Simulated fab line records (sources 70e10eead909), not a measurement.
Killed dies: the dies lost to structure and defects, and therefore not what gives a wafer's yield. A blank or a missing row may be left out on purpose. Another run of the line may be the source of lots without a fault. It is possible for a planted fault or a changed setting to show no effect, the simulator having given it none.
Matching of chambers || flow nand_harc || rie_diel-05 running NHARC_P_M2_ETCH_35: 4 sister chambers
The step etches the open film in N2/H2, target depth 40 nm, overetch 12 nm, time 43.94 s. 8 wafers are shown with their chamber, then 8 later ones without.

## EACH WAFER AND ITS CHAMBER
{"wafer": "L305.4", "chamber": 1, "drypump_motor_current_A (A)": 5.41, "rf_vpp_V (V)": 426.4}
{"wafer": "L305.5", "chamber": 3, "drypump_motor_current_A (A)": 5.32, "rf_vpp_V (V)": 431.1}
{"wafer": "L306.2", "chamber": 0, "drypump_motor_current_A (A)": 5.72, "rf_vpp_V (V)": 431.1}
{"wafer": "L306.6", "chamber": 1, "drypump_motor_current_A (A)": 5.42, "rf_vpp_V (V)": 425.3}
{"wafer": "L314.1", "chamber": 0, "drypump_motor_current_A (A)": 5.70, "rf_vpp_V (V)": 432.2}
{"wafer": "L314.2", "chamber": 3, "drypump_motor_current_A (A)": 5.35, "rf_vpp_V (V)": 430.7}
{"wafer": "L314.3", "chamber": 2, "drypump_motor_current_A (A)": 5.76, "rf_vpp_V (V)": 427.4}
{"wafer": "L318.1", "chamber": 2, "drypump_motor_current_A (A)": 5.76, "rf_vpp_V (V)": 425.1}

## WAFERS MISSING THEIR CHAMBER
{"wafer": "L318.3", "drypump_motor_current_A (A)": 5.72, "rf_vpp_V (V)": 432.2}
{"wafer": "L318.6", "drypump_motor_current_A (A)": 5.71, "rf_vpp_V (V)": 431.7}
{"wafer": "L321.1", "drypump_motor_current_A (A)": 5.39, "rf_vpp_V (V)": 427.5}
{"wafer": "L321.4", "drypump_motor_current_A (A)": 5.71, "rf_vpp_V (V)": 427.3}
{"wafer": "L321.5", "drypump_motor_current_A (A)": 5.40, "rf_vpp_V (V)": 426.1}
{"wafer": "L323.2", "drypump_motor_current_A (A)": 5.74, "rf_vpp_V (V)": 431.5}
{"wafer": "L323.3", "drypump_motor_current_A (A)": 5.39, "rf_vpp_V (V)": 429.5}
{"wafer": "L323.6", "drypump_motor_current_A (A)": 5.72, "rf_vpp_V (V)": 426.9}

## EACH ONE'S CHAMBER
{"wafer": "L318.3", "from the rows above": 0, "in truth": 0}
{"wafer": "L318.6", "from the rows above": 0, "in truth": 0}
{"wafer": "L321.1", "from the rows above": 1, "in truth": 1}
{"wafer": "L321.4", "from the rows above": "can't be placed: 2 or 0", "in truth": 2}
{"wafer": "L321.5", "from the rows above": 1, "in truth": 1}
{"wafer": "L323.2", "from the rows above": 0, "in truth": 0}
{"wafer": "L323.3", "from the rows above": "can't be placed: 1 or 3", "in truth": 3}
{"wafer": "L323.6", "from the rows above": "can't be placed: 2 or 0", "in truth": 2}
5 of 8 placed correctly. From these rows, 3 cannot be placed; in 3 the true chamber is one of the candidates. Wrongly placed: 0.
How it was worked out, from the rows above alone: a wafer's distance from a chamber is the root of the sum, over the readings, of the square of ((its reading less the chamber's mean) divided by the reading's scatter). If the next closest chamber is less than 2 further off than the closest, the wafer can't be placed; otherwise it belongs to the closest. For every chamber, the mean is computed from those of its wafers that are shown. How the scatter is found: for the shown wafers, subtract from each reading the mean of its chamber, square and add these, divide the total by (wafers less chambers), then take the root.
